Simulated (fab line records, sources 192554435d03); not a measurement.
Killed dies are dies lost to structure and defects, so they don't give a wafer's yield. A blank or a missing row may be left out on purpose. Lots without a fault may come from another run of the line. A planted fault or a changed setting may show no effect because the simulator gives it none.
fab line records | flow n5_finfet
record lots=23 wafers=69 last_day=19
route steps=1938 shown BEOL_M14@1716 BEOL_M15@1806
lots that met no fault: from a run of the same line without faults
start_h: hours from the record's first day to the start of the lot's first wafer shown | wait_h: hours since the lot's step before | " the same as in the row above | L1.1+2: a row that stands for several wafers | - no value, or no start given | * or withheld: withheld | < > ~ a bound
route shown NAME@n: a module of which the file shows steps, and the number in the route of the first | usual: mean/standard deviation of fault-free wafers | same: alike in all rows | chamber/n: place in a boat | sites: the reading at each site | _std_site: their standard deviation | _edge_site: outer sites' mean less inner sites' | radius_mm: how far each site lies from the wafer's centre | mask NAME#n: copy n | behind: the tool/chamber that last shaped the wafer | hold: why the lot was held/for how many hours/how that ended | device: the transistor (n, p or np) that didn't switch | end of line: the same wafers' tests at the end of the route | a step without rows: its recipe alone | killed: dies lost to structure and defects at the first sort, not the wafer's yield | map: a wafer's dies, x killed, . not, _ none there
set.NAME: the setting as run; set.NAME@STEP: as run at that earlier step | model.NAME: the simulator's own value behind a step, which no gauge read
steps of the route over a sample of lots; a table a step, a row a wafer
services: from which hour (start_h, from the record's first day; less than 0 if before it) a tool's chamber was out of use, for how many hours, and why
## steps
# step N5_BEOL_M14_ILD_DEP_00
# recipe material=SiO2 target_thk_a=11193 temp_c=400 precursor=TEOS/O2 pressure_torr=6.5 rf_w=900 teos_flow_sccm=161.4 gas=O2 flow_sccm=2650 time_s=237.4
# usual heater_power_w=500/80 showerhead_plenum_p_Torr=8.33/0.03 throttle_valve_pct=18.1/0.74
# columns lot.wafer tool chamber start_h wait_h heater_power_w showerhead_plenum_p_Torr throttle_valve_pct
L074.1 pecvd-04 1 241.38 0.0 674 8.32 19.8
L074.3 " 2 " " 398 8.37 17.7
L074.5 " 1 " " 521 8.31 19.7
L077.1 pecvd-02 0 264.49 0.0 483 8.32 18.2
L077.4 " 2 " " 437 8.36 17.2
L077.6 " 1 " " 443 8.31 17.9
L076.1 pecvd-03 0 266.37 0.0 547 8.35 19.2
L076.4 " 0 " " 584 8.31 19.2
L076.6 " 2 " " 518 8.38 17.7
L075.2 pecvd-02 2 271.55 0.0 444 8.34 17.6
L075.4 " 0 " " 564 8.32 18.0
L075.6 " 2 " " 519 8.36 17.6
L078.2 pecvd-02 0 282.73 0.0 449 8.32 17.9
L078.4 " 1 " " 542 8.31 17.7
L078.6 " 0 " " 513 8.34 18.2
L080.1 pecvd-02 0 299.27 0.0 564 8.33 18.3
L080.3 " 0 " " 434 8.31 18.3
L080.5 " 0 " " 512 8.34 18.3
L082.1 pecvd-02 0 303.75 0.0 490 8.34 18.7
L082.4 " 2 " " 543 8.35 16.8
L082.5 " 0 " " 550 8.31 18.0
L079.2 pecvd-02 2 304.73 0.0 454 8.35 17.2
L079.3 " 0 " " 573 8.34 18.2
L079.5 " 0 " " 428 8.33 18.3
L081.1 pecvd-02 2 307.20 0.0 523 8.34 17.4
L081.2 " 1 " " 567 8.32 18.0
L081.6 " 0 " " 543 8.32 18.3
L083.2 pecvd-03 0 307.77 0.0 539 8.32 19.2
L083.4 " 0 " " 579 8.30 19.5
L083.6 " 1 " " 497 8.39 17.8
L085.2 pecvd-04 2 330.47 0.0 482 8.37 17.7
L085.5 " 2 " " 364 8.35 17.7
L085.6 " 0 " " 393 8.27 17.4
L084.2 pecvd-04 0 331.51 0.0 384 8.29 17.8
L084.5 " 2 " " 455 8.35 17.6
L084.6 " 1 " " 525 8.31 19.7
L086.1 pecvd-04 1 341.15 0.0 576 8.33 19.6
L086.3 " 2 " " 487 8.35 17.7
L086.5 " 2 " " 377 8.35 17.8
L089.1 pecvd-03 0 343.05 0.0 574 8.33 19.2
L089.4 " 2 " " 562 8.35 17.5
L089.6 " 0 " " 450 8.31 19.3
L087.2 pecvd-02 1 343.53 0.0 503 8.33 17.8
L087.3 " 0 " " 527 8.33 18.2
L087.6 " 1 " " 589 8.30 18.2
L088.2 pecvd-04 2 344.67 0.0 422 8.38 17.7
L088.3 " 1 " " 681 8.30 19.4
L088.4 " 0 " " 367 8.30 17.7
L090.3 pecvd-04 1 346.25 0.0 574 8.34 20.0
L090.4 " 1 " " 620 8.32 19.9
L090.6 " 0 " " 406 8.27 17.7
L091.2 pecvd-02 1 355.13 0.0 544 8.34 17.9
L091.5 " 2 " " 429 8.34 17.4
L091.6 " 1 " " 605 8.28 18.1
L092.3 pecvd-03 2 366.71 0.0 545 8.38 17.6
L092.5 " 1 " " 525 8.37 17.9
L092.6 " 0 " " 569 8.34 19.4
L093.2 pecvd-04 0 378.64 0.0 396 8.28 17.8
L093.3 " 1 " " 609 8.32 19.6
L093.4 " 1 " " 672 8.30 19.9
L095.2 pecvd-02 2 392.93 0.0 587 8.35 17.7
L095.5 " 2 " " 515 8.37 17.7
L095.6 " 0 " " 432 8.33 18.2
L094.3 pecvd-02 0 396.70 0.2 433 8.32 18.6
L094.5 " 2 " " 440 8.36 17.8
L094.6 " 0 " " 513 8.32 18.5
L097.3 pecvd-02 0 413.78 0.0 553 8.28 18.5
L097.4 " 1 " " 406 8.31 17.0
L097.5 " 2 " " 447 8.34 17.6
# step N5_BEOL_M14_INSPECT_12
# recipe mode=adi inspect_instrument=macro
# usual raw_defect_count=2.3/1.4
# columns lot.wafer tool chamber start_h wait_h raw_defect_count
L074.1 defect_inspect-02 - 242.05 0.0 2
L074.3 " - " " 1
L074.5 " - " " 1
L077.1 defect_inspect-02 - 265.04 0.0 5
L077.4 " - " " 5
L077.6 " - " " 0
L076.1 defect_inspect-01 - 267.00 0.0 1
L076.4 " - " " 6
L076.6 " - " " 1
L075.2 defect_inspect-02 - 272.10 0.0 4
L075.4 " - " " 1
L075.6 " - " " 3
L078.2 defect_inspect-02 - 283.40 0.0 2
L078.4 " - " " 2
L078.6 " - " " 1
L080.1 defect_inspect-02 - 299.90 0.0 2
L080.3 " - " " 2
L080.5 " - " " 4
L082.1 defect_inspect-01 - 304.43 0.0 3
L082.4 " - " " 2
L082.5 " - " " 2
L079.2 defect_inspect-01 - 305.40 0.0 4
L079.3 " - " " 2
L079.5 " - " " 0
L081.1 defect_inspect-02 - 307.88 0.0 2
L081.2 " - " " 2
L081.6 " - " " 1
L083.2 defect_inspect-01 - 308.45 0.0 1
L083.4 " - " " 5
L083.6 " - " " 2
L085.2 defect_inspect-01 - 331.14 0.0 4
L085.5 " - " " 4
L085.6 " - " " 1
L084.2 defect_inspect-02 - 332.07 0.0 2
L084.5 " - " " 3
L084.6 " - " " 4
L086.1 defect_inspect-02 - 341.70 0.0 2
L086.3 " - " " 2
L086.5 " - " " 4
L089.1 defect_inspect-01 - 343.73 0.0 4
L089.4 " - " " 2
L089.6 " - " " 2
L087.2 defect_inspect-02 - 344.29 0.0 2
L087.3 " - " " 4
L087.6 " - " " 2
L088.2 defect_inspect-01 - 345.22 0.0 4
L088.3 " - " " 3
L088.4 " - " " 2
L090.3 defect_inspect-01 - 346.80 0.0 2
L090.4 " - " " 1
L090.6 " - " " 4
L091.2 defect_inspect-02 - 355.81 0.0 2
L091.5 " - " " 1
L091.6 " - " " 4
L092.3 defect_inspect-01 - 367.38 0.0 1
L092.5 " - " " 2
L092.6 " - " " 2
L093.2 defect_inspect-02 - 379.19 0.0 3
L093.3 " - " " 5
L093.4 " - " " 1
L095.2 defect_inspect-02 - 393.68 0.0 1
L095.5 " - " " 3
L095.6 " - " " 3
L094.3 defect_inspect-01 - 397.25 0.0 1
L094.5 " - " " 3
L094.6 " - " " 2
L097.3 defect_inspect-01 - 414.33 0.0 3
L097.4 " - " " 5
L097.5 " - " " 3
# step N5_BEOL_M14_ETCH_59
# recipe chemistry=N2/H2 target=BARC target_depth_a=890 overetch_a=267 time_s=67.9 ion_energy_ev=200 pressure_mtorr=30 source_w=840 bias_w=150 n2_flow_sccm=200 h2_flow_sccm=200
# usual drypump_motor_current_A=5.5/0.36 oes_product_au=0.65/0.072 rf_vpp_V=523.3/2.6 showerhead_plenum_p_Torr=2.52/0.082 throttle_valve_pct=18.02/0.21
# columns lot.wafer tool chamber start_h wait_h drypump_motor_current_A oes_product_au rf_hours_counter_h rf_vpp_V showerhead_plenum_p_Torr throttle_valve_pct
L074.1 rie_diel-02 3 242.12 0.0 5.1 0.62 204 526.3 2.64 18.50
L074.3 " 2 " " 5.3 0.59 221 520.7 2.40 18.36
L074.5 " 0 " " 6.2 0.64 - 521.5 2.43 17.85
L077.1 rie_diel-06 1 265.11 0.0 5.2 0.78 26 522.3 2.49 17.70
L077.4 " 3 " " 5.9 0.62 201 519.9 2.43 18.18
L077.6 " 2 " " 5.1 0.59 - 527.1 2.61 18.00
L076.1 rie_diel-06 1 267.07 0.0 5.2 0.79 27 521.9 2.48 17.69
L076.4 " 3 " " 5.9 0.63 201 520.6 2.43 18.18
L076.6 " 1 " " 5.2 0.79 - 522.6 2.48 17.71
L075.2 rie_diel-06 0 272.17 0.0 5.2 0.59 241 526.6 2.60 18.18
L075.4 " 1 " " 5.2 0.78 29 521.8 2.48 17.70
L075.6 " 2 " " 5.1 0.59 - 527.9 2.61 18.02
L078.2 rie_diel-01 0 283.50 0.0 5.8 0.68 107 522.9 2.56 18.02
L078.4 " 1 " " 5.7 0.73 63 524.7 2.56 17.67
L078.6 " 3 " " 5.7 0.60 - 522.7 2.51 18.09
L080.1 rie_diel-06 2 300.06 0.0 5.1 0.58 241 525.8 2.61 18.03
L080.3 " 0 " " 5.2 0.59 250 526.1 2.60 18.21
L080.5 " 0 " " 5.3 0.59 - 526.4 2.60 18.21
L082.1 rie_diel-06 3 304.50 0.0 5.9 0.62 215 520.6 2.43 18.20
L082.4 " 1 " " 5.2 0.77 41 523.3 2.48 17.72
L082.5 " 2 " " 5.1 0.57 - 524.7 2.60 18.02
L079.2 rie_diel-02 3 305.47 0.0 5.1 0.60 224 525.6 2.63 18.53
L079.3 " 1 " " 5.2 0.63 185 523.8 2.53 17.97
L079.5 " 1 " " 5.2 0.62 - 523.0 2.53 17.95
L081.1 rie_diel-02 2 308.05 0.0 5.3 0.59 241 519.8 2.39 18.38
L081.2 " 3 " " 5.1 0.61 224 524.7 2.63 18.53
L081.6 " 3 " " 5.1 0.61 - 526.0 2.63 18.52
L083.2 rie_diel-01 0 308.82 0.0 5.7 0.67 117 524.1 2.56 18.01
L083.4 " 2 " " 5.7 0.66 143 523.7 2.55 18.16
L083.6 " 1 " " 5.7 0.72 - 524.7 2.56 17.68
L085.2 rie_diel-06 1 331.21 0.0 5.2 0.75 50 523.2 2.48 17.73
L085.5 " 2 " " 5.1 0.58 - 523.6 2.60 18.04
L085.6 " 1 " " 5.2 0.75 - 520.6 2.47 17.75
L084.2 rie_diel-06 2 332.30 0.0 5.1 0.57 252 523.2 2.60 18.06
L084.5 " 3 " " 5.9 0.60 - 519.2 2.42 18.22
L084.6 " 2 " " 5.1 0.57 - 526.0 2.60 18.06
L086.1 rie_diel-01 1 341.96 0.0 5.8 0.71 84 524.2 2.55 17.70
L086.3 " 2 " " 5.7 0.64 154 522.7 2.54 18.21
L086.5 " 2 " " 5.6 0.64 - 522.9 2.54 18.20
L089.1 rie_diel-06 2 343.80 0.0 5.1 0.57 257 523.0 2.60 18.03
L089.4 " 1 " " 5.2 0.74 - 522.8 2.47 17.76
L089.6 " 2 " " 5.1 0.58 - 525.4 2.60 18.06
L087.2 rie_diel-06 3 344.36 0.0 5.9 0.60 230 518.6 2.42 18.25
L087.3 " 1 " " 5.2 0.74 56 523.1 2.47 17.76
L087.6 " 3 " " 5.9 0.61 - 519.7 2.42 18.23
L088.2 rie_diel-06 1 345.29 0.0 5.2 0.74 57 521.0 2.47 17.73
L088.3 " 3 " " 5.9 0.61 230 520.4 2.42 18.23
L088.4 " 1 " " 5.2 0.75 - 521.0 2.47 17.75
L090.3 rie_diel-06 3 346.87 0.0 5.9 0.61 231 519.4 2.42 18.23
L090.4 " 2 " " 5.2 0.57 - 524.1 2.60 18.05
L090.6 " 3 " " 5.9 0.60 - 521.6 2.42 18.23
L091.2 rie_diel-01 0 355.88 0.0 5.7 0.66 133 524.8 2.55 18.05
L091.5 " 1 " " 5.8 0.71 - 525.1 2.55 17.70
L091.6 " 2 " " 5.7 0.64 - 524.5 2.54 18.21
L092.3 rie_diel-06 3 367.54 0.0 5.9 0.60 241 519.0 2.42 18.25
L092.5 " 3 " " 5.9 0.60 - 519.1 2.42 18.25
L092.6 " 1 " " 5.2 0.73 - 522.0 2.47 17.77
L093.2 rie_diel-01 1 379.26 0.0 5.8 0.69 100 524.6 2.55 17.74
L093.3 " 0 " " 5.8 0.65 144 524.9 2.55 18.08
L093.4 " 2 " " 5.7 0.63 - 524.5 2.53 18.21
L095.2 rie_diel-02 0 393.75 0.0 6.2 0.61 234 519.0 2.40 17.93
L095.5 " 0 " " 6.2 0.61 - 520.6 2.40 17.94
L095.6 " 2 " " 5.3 0.79 - 529.8 2.70 18.01
L094.3 rie_diel-02 2 397.45 0.0 5.3 0.77 - 528.7 2.70 18.03
L094.5 " 0 " " 6.2 0.61 - 518.8 2.40 17.94
L094.6 " 2 " " 5.3 0.78 - 527.6 2.70 18.01
L097.3 rie_diel-02 0 414.40 0.0 6.1 0.60 243 520.1 2.40 17.95
L097.4 " 0 " " 6.2 0.60 - 520.1 2.40 17.93
L097.5 " 2 " " 5.3 0.76 - 528.4 2.69 18.03
# step N5_BEOL_M14_DESCUM_33
# recipe chemistry=O2 time_s=7.9 source_power_w=50 bias_power_w=20 pressure_mtorr=20 rf_frequency_hz=2.712e+07 temp_c=40 o2_flow_sccm=225
# usual drypump_motor_current_A=5.5/0.35 o2_flow_sccm=225.1/0.59 oes_product_au=0.76/0.084 rf_vpp_V=242.8/1.3 showerhead_plenum_p_Torr=2.07/0.067 throttle_valve_pct=20.59/0.26
# columns lot.wafer tool chamber start_h wait_h drypump_motor_current_A o2_flow_sccm oes_product_au rf_hours_counter_h rf_vpp_V showerhead_plenum_p_Torr throttle_valve_pct
L074.1 rie_diel-02 2 242.94 0.0 5.3 225.4 0.69 221 241.5 1.98 20.95
L074.3 " 0 " " 6.2 224.3 0.74 178 240.6 2.00 20.31
L074.5 " 2 " " 5.3 225.2 0.69 - 240.8 1.98 20.95
L077.1 rie_diel-01 3 266.05 0.0 5.7 225.9 0.72 215 242.2 2.06 20.62
L077.4 " 2 " " 5.7 224.8 0.77 127 243.3 2.11 20.64
L077.6 " 2 " " 5.7 225.1 0.77 - 243.2 2.11 20.64
L076.1 rie_diel-06 0 268.11 0.3 5.2 225.0 0.69 239 245.3 2.17 20.99
L076.4 " 2 " " 5.1 225.2 0.68 229 243.5 2.14 20.44
L076.6 " 2 " " 5.1 224.4 0.67 - 244.0 2.14 20.45
L075.2 rie_diel-06 1 273.11 0.0 5.2 225.4 0.91 29 242.0 2.03 20.20
L075.4 " 3 " " 5.9 224.7 0.72 204 243.1 1.98 20.55
L075.6 " 3 " " 5.9 224.4 0.73 - 240.8 1.98 20.53
L078.2 rie_diel-06 0 284.48 0.2 5.2 225.7 0.68 246 244.6 2.17 21.01
L078.4 " 1 " " 5.2 224.7 0.90 34 243.2 2.03 20.19
L078.6 " 0 " " 5.2 225.7 0.68 - 243.4 2.17 21.01
L080.1 rie_diel-01 2 300.95 0.1 5.7 226.0 0.75 140 242.1 2.10 20.67
L080.3 " 1 " " 5.8 224.5 0.83 70 242.9 2.11 20.32
L080.5 " 0 " " 5.7 225.5 0.79 - 242.3 2.10 20.57
L082.1 rie_diel-01 1 305.44 0.0 5.7 224.4 0.84 71 244.1 2.11 20.34
L082.4 " 2 " " 5.7 224.9 0.76 142 244.0 2.10 20.67
L082.5 " 0 " " 5.7 225.6 0.78 - 243.1 2.10 20.58
L079.2 rie_diel-06 2 306.41 0.0 5.1 225.4 0.67 244 243.8 2.13 20.47
L079.3 " 0 " " 5.2 225.0 0.68 253 244.0 2.16 21.02
L079.5 " 3 " " 5.9 225.6 0.72 - 241.7 1.98 20.57
L081.1 rie_diel-02 3 309.14 0.1 5.1 224.9 0.70 225 244.8 2.17 21.05
L081.2 " 1 " " 5.2 224.8 0.73 187 243.3 2.09 20.60
L081.6 " 1 " " 5.2 224.7 0.72 - 243.8 2.09 20.60
L083.2 rie_diel-02 2 309.76 0.0 5.3 225.3 0.68 242 242.4 1.98 20.98
L083.4 " 1 " " 5.2 225.3 0.73 188 242.3 2.09 20.60
L083.6 " 0 " " 6.1 225.1 0.73 - 242.1 1.99 20.34
L085.2 rie_diel-02 3 332.17 0.2 5.1 224.8 0.70 234 244.1 2.17 21.07
L085.5 " 3 " " 5.1 224.9 0.69 - 244.3 2.17 21.06
L085.6 " 0 " " 6.1 225.3 0.72 - 240.8 1.99 20.36
L084.2 rie_diel-02 2 333.27 0.2 5.3 225.3 0.68 248 241.3 1.97 20.99
L084.5 " 3 " " 5.1 224.8 0.70 - 244.3 2.17 21.06
L084.6 " 2 " " 5.3 225.3 0.68 - 241.1 1.97 20.99
L086.1 rie_diel-06 2 342.91 0.0 5.1 224.3 0.66 256 243.6 2.13 20.47
L086.3 " 3 " " 5.9 225.0 0.71 229 241.3 1.98 20.58
L086.5 " 1 " " 5.2 226.1 0.87 - 241.3 2.02 20.23
L089.1 rie_diel-02 0 344.68 0.1 6.2 224.9 0.72 213 240.3 1.98 20.36
L089.4 " 1 " " 5.2 225.8 0.71 - 242.0 2.09 20.62
L089.6 " 0 " " 6.2 223.7 0.72 - 240.7 1.98 20.36
L087.2 rie_diel-02 1 345.30 0.0 5.2 224.9 0.72 202 243.8 2.09 20.61
L087.3 " 3 " " 5.1 224.7 0.69 240 243.8 2.16 21.07
L087.6 " 0 " " 6.2 225.3 0.72 - 239.9 1.98 20.36
L088.2 rie_diel-06 2 346.11 0.0 5.2 225.3 0.66 258 243.8 2.13 20.50
L088.3 " 1 " " 5.2 225.6 0.87 57 243.0 2.02 20.24
L088.4 " 1 " " 5.2 225.4 0.86 - 241.7 2.02 20.22
L090.3 rie_diel-02 0 347.78 0.1 6.1 225.6 0.73 215 240.3 1.98 20.36
L090.4 " 3 " " 5.1 225.5 0.70 - 243.9 2.16 21.07
L090.6 " 0 " " 6.1 224.7 0.73 - 242.1 1.98 20.35
L091.2 rie_diel-01 1 356.69 0.0 5.7 225.9 0.82 89 242.5 2.10 20.35
L091.5 " 0 " " 5.7 225.8 0.77 - 241.9 2.09 20.61
L091.6 " 1 " " 5.7 225.7 0.82 - 244.2 2.10 20.36
L092.3 rie_diel-06 3 368.48 0.0 5.9 225.6 0.70 241 242.1 1.97 20.60
L092.5 " 0 " " 5.2 226.4 0.99 - 243.7 2.16 20.56
L092.6 " 1 " " 5.2 224.6 0.85 - 241.8 2.02 20.23
L093.2 rie_diel-01 0 380.08 0.0 5.7 223.8 0.76 145 241.5 2.09 20.61
L093.3 " 2 " " 5.7 224.6 0.73 169 241.5 2.09 20.71
L093.4 " 2 " " 5.7 226.1 0.73 - 243.5 2.09 20.71
L095.2 rie_diel-01 0 394.69 0.0 5.8 225.7 0.75 150 242.6 2.09 20.61
L095.5 " 0 " " 5.8 225.1 0.75 - 243.4 2.09 20.62
L095.6 " 1 " " 5.7 224.7 0.80 - 244.4 2.09 20.39
L094.3 rie_diel-06 2 398.39 0.0 5.1 224.1 0.96 3 243.3 2.12 20.11
L094.5 " 0 " " 5.2 224.3 0.93 - 244.2 2.16 20.59
L094.6 " 1 " " 5.2 225.2 0.84 - 242.1 2.01 20.27
L097.3 rie_diel-02 0 415.38 0.2 6.1 225.2 0.70 244 241.9 1.97 20.42
L097.4 " 1 " " 5.2 224.0 0.70 221 242.7 2.08 20.65
L097.5 " 0 " " 6.2 225.4 0.70 - 240.6 1.97 20.40
# step N5_BEOL_M14_ETCH_67
# recipe chemistry=CF4 target=SiARC target_depth_a=1430 time_s=238.3 ion_energy_ev=80 pressure_mtorr=40 source_w=545 bias_w=36 Ar_flow_sccm=100 cf4_flow_sccm=100 ends=cleared
# usual cf4_flow_sccm=100.0/0.33 drypump_motor_current_A=5.5/0.35 etch_rf_on_time_s=239/4.3 oes_product_au=0.65/0.075 rf_vpp_V=183.9/1.1 showerhead_plenum_p_Torr=2.13/0.058 throttle_valve_pct=15.80/0.2
# columns lot.wafer tool chamber start_h wait_h cf4_flow_sccm drypump_motor_current_A etch_rf_on_time_s oes_product_au rf_hours_counter_h rf_vpp_V showerhead_plenum_p_Torr throttle_valve_pct
L074.1 rie_diel-02 2 242.97 0.0 99.9 5.3 240 0.60 221 182.2 2.04 16.18
L074.3 " 0 " " 100.6 6.1 240 0.64 178 182.2 2.05 15.60
L074.5 " 2 " " 99.7 5.3 240 0.59 - 183.4 2.04 16.16
L077.1 rie_diel-01 3 266.08 0.0 99.8 5.7 229 0.62 215 184.5 2.12 15.92
L077.4 " 2 " " 100.6 5.6 239 0.66 127 182.9 2.15 15.75
L077.6 " 2 " " 100.7 5.6 237 0.66 - 183.2 2.15 15.77
L076.1 rie_diel-06 0 268.15 0.0 100.1 5.2 247 0.58 239 183.7 2.20 16.08
L076.4 " 2 " " 99.7 5.1 239 0.58 229 185.6 2.20 15.83
L076.6 " 2 " " 100.1 5.1 241 0.58 - 184.3 2.20 15.83
L075.2 rie_diel-06 1 273.14 0.0 100.3 5.2 232 0.79 30 183.8 2.11 15.48
L075.4 " 3 " " 100.2 5.9 238 0.62 204 182.4 2.05 15.83
L075.6 " 3 " " 100.6 5.9 236 0.62 - 182.8 2.05 15.84
L078.2 rie_diel-06 0 284.51 0.0 100.0 5.2 246 0.58 246 186.2 2.20 16.08
L078.4 " 1 " " 100.8 5.2 235 0.79 34 181.7 2.11 15.47
L078.6 " 0 " " 100.7 5.2 246 0.58 - 184.5 2.20 16.07
L080.1 rie_diel-01 2 300.99 0.0 100.0 5.7 241 0.65 141 184.1 2.14 15.80
L080.3 " 1 " " 100.1 5.7 243 0.71 70 183.3 2.17 15.59
L080.5 " 0 " " 100.1 5.7 247 0.66 - 183.8 2.15 15.70
L082.1 rie_diel-01 1 305.47 0.0 100.1 5.7 239 0.72 71 184.0 2.17 15.61
L082.4 " 2 " " 99.7 5.7 239 0.64 142 186.1 2.14 15.81
L082.5 " 0 " " 100.1 5.8 243 0.66 - 182.6 2.15 15.70
L079.2 rie_diel-06 2 306.44 0.0 99.3 5.1 241 0.57 244 186.4 2.20 15.83
L079.3 " 0 " " 100.5 5.2 247 0.57 253 184.3 2.20 16.11
L079.5 " 3 " " 99.1 5.9 239 0.62 - 182.2 2.05 15.87
L081.1 rie_diel-02 3 309.18 0.0 100.4 5.1 242 0.59 225 184.7 2.20 16.09
L081.2 " 1 " " 100.3 5.2 240 0.62 187 184.1 2.13 15.72
L081.6 " 1 " " 99.8 5.2 241 0.62 - 183.6 2.13 15.73
L083.2 rie_diel-02 2 309.80 0.0 100.2 5.3 238 0.59 242 181.6 2.04 16.21
L083.4 " 1 " " 100.7 5.2 241 0.61 188 183.2 2.13 15.72
L083.6 " 0 " " 99.6 6.1 240 0.63 - 185.2 2.05 15.63
L085.2 rie_diel-02 3 332.20 0.0 100.1 5.1 244 0.59 234 185.4 2.20 16.10
L085.5 " 3 " " 100.0 5.1 241 0.60 - 184.4 2.20 16.11
L085.6 " 0 " " 99.9 6.2 243 0.62 - 184.4 2.04 15.66
L084.2 rie_diel-02 2 333.31 0.0 99.8 5.3 239 0.58 248 182.6 2.03 16.23
L084.5 " 3 " " 99.9 5.1 239 0.60 - 185.2 2.19 16.10
L084.6 " 2 " " 99.9 5.3 241 0.58 - 185.0 2.03 16.23
L086.1 rie_diel-06 2 342.94 0.0 99.9 5.1 237 0.57 256 184.9 2.19 15.89
L086.3 " 3 " " 100.1 5.9 238 0.60 229 182.5 2.05 15.88
L086.5 " 1 " " 99.9 5.2 234 0.75 - 184.0 2.10 15.52
L089.1 rie_diel-02 0 344.72 0.0 100.1 6.1 241 0.62 213 184.2 2.04 15.67
L089.4 " 1 " " 100.0 5.3 241 0.61 - 182.8 2.13 15.75
L089.6 " 0 " " 99.7 6.1 238 0.61 - 183.8 2.04 15.69
L087.2 rie_diel-02 1 345.33 0.0 100.5 5.2 241 0.61 202 183.9 2.13 15.74
L087.3 " 3 " " 100.1 5.1 239 0.59 240 185.4 2.19 16.10
L087.6 " 0 " " 100.0 6.2 242 0.62 - 183.1 2.04 15.68
L088.2 rie_diel-06 2 346.14 0.0 100.0 5.1 242 0.56 258 185.9 2.19 15.89
L088.3 " 1 " " 99.8 5.2 234 0.75 57 184.2 2.10 15.54
L088.4 " 1 " " 100.3 5.2 233 0.76 - 182.5 2.10 15.52
L090.3 rie_diel-02 0 347.82 0.0 99.8 6.1 237 0.62 215 182.0 2.04 15.69
L090.4 " 3 " " 99.7 5.1 237 0.60 - 184.1 2.19 16.12
L090.6 " 0 " " 99.6 6.1 239 0.62 - 181.8 2.04 15.68
L091.2 rie_diel-01 1 356.72 0.0 99.9 5.8 238 0.70 89 183.4 2.16 15.64
L091.5 " 0 " " 99.9 5.7 246 0.65 - 184.0 2.14 15.74
L091.6 " 1 " " 99.9 5.7 240 0.70 - 183.4 2.16 15.63
L092.3 rie_diel-06 3 368.52 0.0 100.2 5.9 238 0.59 241 182.8 2.04 15.92
L092.5 " 0 " " 100.2 5.2 232 0.86 - 185.6 2.19 15.55
L092.6 " 1 " " 100.2 5.2 233 0.74 - 182.9 2.10 15.55
L093.2 rie_diel-01 0 380.11 0.0 100.1 5.7 246 0.64 145 184.2 2.14 15.75
L093.3 " 2 " " 100.3 5.7 241 0.63 169 183.9 2.13 15.84
L093.4 " 2 " " 100.2 5.7 239 0.63 - 183.6 2.13 15.86
L095.2 rie_diel-01 0 394.72 0.0 99.9 5.7 243 0.64 150 184.6 2.13 15.78
L095.5 " 0 " " 100.2 5.7 243 0.64 - 184.6 2.13 15.76
L095.6 " 1 " " 100.1 5.8 238 0.68 - 184.5 2.16 15.68
L094.3 rie_diel-06 2 398.43 0.0 100.0 5.1 231 0.83 3 182.8 2.19 15.39
L094.5 " 0 " " 100.0 5.2 232 0.79 - 183.2 2.19 15.63
L094.6 " 1 " " 99.7 5.2 234 0.73 - 183.9 2.09 15.58
L097.3 rie_diel-02 0 415.42 0.0 100.1 6.1 242 0.60 244 183.8 2.03 15.73
L097.4 " 1 " " 99.1 5.2 242 0.59 221 184.0 2.12 15.78
L097.5 " 0 " " 100.0 6.2 242 0.60 - 183.4 2.03 15.72
# step N5_BEOL_M15_INSPECT_30
# recipe mode=adi inspect_instrument=macro
# usual raw_defect_count=2.1/1.5
# columns lot.wafer tool chamber start_h wait_h raw_defect_count
L074.1 defect_inspect-02 - 249.25 0.0 2
L074.3 " - " " 2
L074.5 " - " " 1
L077.1 defect_inspect-02 - 274.12 0.0 4
L077.4 " - " " 1
L077.6 " - " " 0
L076.1 defect_inspect-02 - 274.57 0.0 3
L076.4 " - " " 2
L076.6 " - " " 1
L075.2 defect_inspect-01 - 279.94 0.0 3
L075.4 " - " " 3
L075.6 " - " " 4
L078.2 defect_inspect-02 - 290.73 0.0 2
L078.4 " - " " 0
L078.6 " - " " 5
L080.1 defect_inspect-01 - 306.47 0.0 1
L080.3 " - " " 2
L080.5 " - " " 2
L082.1 defect_inspect-01 - 310.70 0.0 4
L082.4 " - " " 5
L082.5 " - " " 0
L079.2 defect_inspect-02 - 311.87 0.1 2
L079.3 " - " " 1
L079.5 " - " " 2
L081.1 defect_inspect-01 - 314.21 0.0 4
L081.2 " - " " 4
L081.6 " - " " 2
L083.2 defect_inspect-01 - 314.81 0.0 5
L083.4 " - " " 2
L083.6 " - " " 2
L085.2 defect_inspect-02 - 343.99 0.0 4
L085.5 " - " " 1
L085.6 " - " " 1
L084.2 defect_inspect-02 - 344.56 0.0 6
L084.5 " - " " 1
L084.6 " - " " 2
L086.1 defect_inspect-01 - 348.34 0.0 0
L086.3 " - " " 0
L086.5 " - " " 1
L087.2 defect_inspect-01 - 351.16 0.0 2
L087.3 " - " " 1
L087.6 " - " " 1
L089.1 defect_inspect-01 - 351.64 0.0 0
L089.4 " - " " 3
L089.6 " - " " 0
L088.2 defect_inspect-01 - 352.27 0.0 4
L088.3 " - " " 0
L088.4 " - " " 3
L090.3 defect_inspect-01 - 353.58 0.0 4
L090.4 " - " " 1
L090.6 " - " " 4
L091.2 defect_inspect-02 - 363.65 0.0 0
L091.5 " - " " 1
L091.6 " - " " 2
L092.3 defect_inspect-01 - 374.39 0.0 2
L092.5 " - " " 2
L092.6 " - " " 1
L093.2 defect_inspect-01 - 386.42 0.0 3
L093.3 " - " " 3
L093.4 " - " " 2
L095.2 defect_inspect-01 - 400.17 0.0 0
L095.5 " - " " 4
L095.6 " - " " 2
L094.3 defect_inspect-01 - 407.77 0.0 1
L094.5 " - " " 3
L094.6 " - " " 4
L097.3 defect_inspect-02 - 423.02 0.0 3
L097.4 " - " " 1
L097.5 " - " " 2
## services
# columns tool chamber start_h hours kind
rie_diel-06 2 229.79 1.7 repair
pecvd-03 - 270.84 0.9 repair
pecvd-02 1 295.21 5.2 repair
rie_diel-02 2 312.22 9.2 repair
rie_diel-06 0 324.90 17.4 repair
rie_diel-06 3 332.84 3.2 repair
rie_diel-06 0 342.34 - clean
rie_diel-06 0 342.34 - consumable_replace:focus_ring
rie_diel-06 0 342.34 26.0 scheduled_down
rie_diel-06 0 342.34 26.0 vent_cycle
rie_diel-06 2 368.43 - clean
rie_diel-06 2 368.43 - consumable_replace:focus_ring
rie_diel-06 2 368.43 23.2 scheduled_down
rie_diel-06 2 368.43 23.2 vent_cycle
rie_diel-02 1 370.46 5.3 repair
pecvd-02 - 386.45 0.3 repair
rie_diel-06 3 391.65 - clean
rie_diel-06 3 391.65 - consumable_replace:focus_ring
rie_diel-06 3 391.65 - consumable_replace:showerhead
pecvd-03 - 392.12 5.5 pm
pecvd-04 - 393.50 14.6 pm
rie_diel-02 1 395.15 19.8 repair
pecvd-03 2 400.30 5.6 repair
rie_diel-01 0 400.75 3.4 repair
## key
fault none
